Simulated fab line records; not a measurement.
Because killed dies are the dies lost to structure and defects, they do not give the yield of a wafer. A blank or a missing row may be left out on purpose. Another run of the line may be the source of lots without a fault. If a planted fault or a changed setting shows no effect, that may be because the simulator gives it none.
Matching of chambers -- flow n5 finfet -- N5_BEOL_M0_SAQP_ETCH_88 on rie diel-04: 4 sister chambers
The step etches underlayer in N2/H2, target depth 6.5 nm, time 5.2 s. 8 wafers are shown with their chamber, then 7 later ones without.

== WAFERS, EACH WITH ITS CHAMBER ==
wafer,chamber,drypump motor current A (A),throttle valve pct (%)
L080.4,0,5.9,18.23
L081.5,0,5.9,18.27
L081.6,3,5.2,17.84
L089.1,3,5.2,17.86
L089.5,2,5.7,18.51
L089.6,1,5.2,17.81
L093.1,2,5.7,18.53
L093.3,1,5.3,17.82

== WAFERS WITH NO CHAMBER GIVEN ==
wafer,drypump motor current A (A),throttle valve pct (%)
L093.4,5.9,18.28
L096.3,5.1,17.83
L096.5,5.1,17.86
L096.6,5.9,18.32
L097.2,5.9,18.31
L097.3,5.1,17.88
L097.5,5.9,18.31

== EACH ONE'S CHAMBER ==
wafer,from the rows above,in truth
L093.4,0,0
L096.3,can't be placed: 3 or 1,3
L096.5,3,3
L096.6,0,0
L097.2,0,0
L097.3,3,3
L097.5,0,0
Correctly placed: 6 of 7. Unplaceable from these rows: 1, with the true chamber sitting among the candidates in 1. 0 placed wrongly.
How it was worked out, from the rows above alone: a wafer's distance from a chamber is the root of the sum, over the readings, of the square of ((its reading less the chamber's mean) divided by the reading's scatter). The wafer belongs to the nearest chamber; if the next one is less than 2 further off, it can't be placed. For every chamber, the mean is computed from those of its wafers that are shown. How the scatter is found: for the shown wafers, subtract from each reading the mean of its chamber, square and add these, divide the total by (wafers less chambers), then take the root.
